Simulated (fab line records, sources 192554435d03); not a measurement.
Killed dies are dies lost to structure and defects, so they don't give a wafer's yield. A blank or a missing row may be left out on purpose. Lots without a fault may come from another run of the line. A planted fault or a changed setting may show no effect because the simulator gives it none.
Which tool did it? | flow n5_finfet | 11 lots, 31 wafers sampled, at 3 steps of a route of 1938

WHAT THE GAUGES READ, wafer by wafer
N5_PMOS_HMC_CHANNEL_EPI_THK_MEAS_22.
lot  | measured    | on            | HMC_CMP_THK (nm)
L220 | day 1 21:27 | film_metro-01 | 55.4 54.1 53.8
L222 | day 2 07:41 | film_metro-02 | 54.7 55.6 55.6
L224 | day 2 20:07 | film_metro-02 | 53.6 54.2 54.3
L229 | day 4 01:58 | film_metro-02 | 57.8 57.8 57.2
L230 | day 4 07:53 | film_metro-02 | 58.4 56.7 56.9
L232 | day 4 21:14 | film_metro-01 | 53.2 54.9 54.1
L234 | day 5 07:52 | film_metro-01 | 55.2 54.5 54.4
L235 | day 5 13:42 | film_metro-01 | 55.4 54.4 54.2
L239 | day 6 15:04 | film_metro-01 | 54.6 53.8
L242 | day 7 09:10 | film_metro-02 | 53.9 55.7
L243 | day 7 14:27 | film_metro-02 | 54.8 53.9 54.8

WHICH TOOL RAN EACH LOT (tool, then ch and the chambers of the sampled wafers, then the start)
lot  | N5_PMOS_HMC_CHANNEL_EPI_HM_OPEN_15 | N5_PMOS_HMC_CHANNEL_EPI_FIN_RECESS_16
L220 | rie_diel-04 ch 0,2,3, day 1 19:16  | rie_si-01 ch 0,2,3, day 1 19:39
L222 | rie_diel-03 ch 1,2,3, day 2 05:29  | rie_si-02 ch 0,3, day 2 05:52
L224 | rie_diel-03 ch 0,1,2, day 2 17:53  | rie_si-02 ch 1,2,3, day 2 18:19
L229 | rie_diel-02 ch 0,1,3, day 3 23:46  | rie_si-01 ch 2,3, day 4 00:09
L230 | rie_diel-03 ch 0,1,3, day 4 05:43  | rie_si-01 ch 0,3, day 4 06:05
L232 | rie_diel-02 ch 0,2,3, day 4 19:04  | rie_si-04 ch 0,1,2, day 4 19:26
L234 | rie_diel-02 ch 1,2,3, day 5 05:41  | rie_si-04 ch 1,2,3, day 5 06:04
L235 | rie_diel-02 ch 0,2,3, day 5 11:31  | rie_si-02 ch 1,2,3, day 5 11:53
L239 | rie_diel-03 ch 0,2, day 6 12:49    | rie_si-02 ch 2, day 6 13:14
L242 | rie_diel-03 ch 0,2, day 7 06:47    | rie_si-02 ch 1,3, day 7 07:21
L243 | rie_diel-03 ch 0,2,3, day 7 12:16  | rie_si-02 ch 1,2,3, day 7 12:38
- N5_PMOS_HMC_CHANNEL_EPI_HM_OPEN_15: chemistry CHF3/O2, target SiO2, target depth 40.6 nm, time 20.3 s.
- N5_PMOS_HMC_CHANNEL_EPI_FIN_RECESS_16: chemistry HBr/Cl2, target Si, target depth 54 nm, time 18 s.

THE ANSWER, worked out from the rows above alone
Rule: what is usual is taken from the lots themselves. Put in order of their means at a reading, lots are off if they are a third of the lots or fewer, leave a main group of 4 or more, and stand apart from it by a gap of 3 or more times the standard deviation of the main group's means; of several such gaps the widest counts. A main group whose means are all the same, to the digits that the tables above print for the reading, isn't used. A lot without any number at a reading at which 4 lots or more have one is off too. The other lots that the step has rows for count as sound.
Off: L229, L230, at N5_PMOS_HMC_CHANNEL_EPI_THK_MEAS_22 (HMC_CMP_THK). The main group: mean 54.5 nm, standard deviation 0.38.
A tool fits if, at a process step before that reading, it ran every lot that is off, and no sound lot after the first of them. The gauges at N5_PMOS_HMC_CHANNEL_EPI_THK_MEAS_22 are tried like those tools. One fits: rie_si-01 at N5_PMOS_HMC_CHANNEL_EPI_FIN_RECESS_16. Its last sound lot is L220 (day 1 19:39), its first lot that is off L229 (day 4 00:09): a fault that began between those two fits.

WHAT THE SIMULATOR HAD PUT IN
Process parameter drift: rie_si-01, from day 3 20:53 on, at N5_PMOS_HMC_CHANNEL_EPI_FIN_RECESS_16. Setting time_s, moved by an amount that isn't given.
Lots struck among those shown: L229, L230. The rule above found the same.
